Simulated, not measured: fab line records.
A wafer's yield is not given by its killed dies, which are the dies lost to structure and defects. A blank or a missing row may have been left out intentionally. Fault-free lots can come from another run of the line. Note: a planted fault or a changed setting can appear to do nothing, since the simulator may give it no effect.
Matching of chambers	flow nand harc	NHARC_A_ZERO_WELL_DESCUM_12 on rie diel-04: 4 sister chambers
The step chemistry O2, time 3 s. 4 wafers are shown with their chamber, then 7 later ones without.

== WAFERS, EACH WITH ITS CHAMBER ==
wafer	chamber	showerhead plenum p Torr (Torr)
L083.2	1	1.95
L083.4	3	1.98
L084.2	0	1.86
L084.4	2	1.81

== WAFERS WITHOUT THEIR CHAMBER ==
wafer	showerhead plenum p Torr (Torr)
L084.6	1.98
L085.2	1.86
L085.3	1.98
L085.4	1.98
L097.1	1.97
L097.2	1.81
L097.5	1.81

== THE CHAMBER EACH PASSED THROUGH ==
wafer	from the rows above	in truth
L084.6	3	3
L085.2	0	0
L085.3	3	3
L085.4	3	3
L097.1	3	3
L097.2	2	2
L097.5	2	2
Placed correctly: 7 of 7. Number that these rows cannot place: 0. Wrongly placed: 0.
How it was worked out, from the rows above alone: a wafer's distance from a chamber is the root of the sum, over the readings, of the square of ((its reading less the chamber's mean) divided by the reading's scatter). The wafer belongs to the nearest chamber; if the next one is less than 2 further off, it can't be placed. A chamber's mean is the mean of its shown wafers. The scatter: root of mean squared gap, hidden wafer to nearest shown wafer, with one shown wafer a chamber.
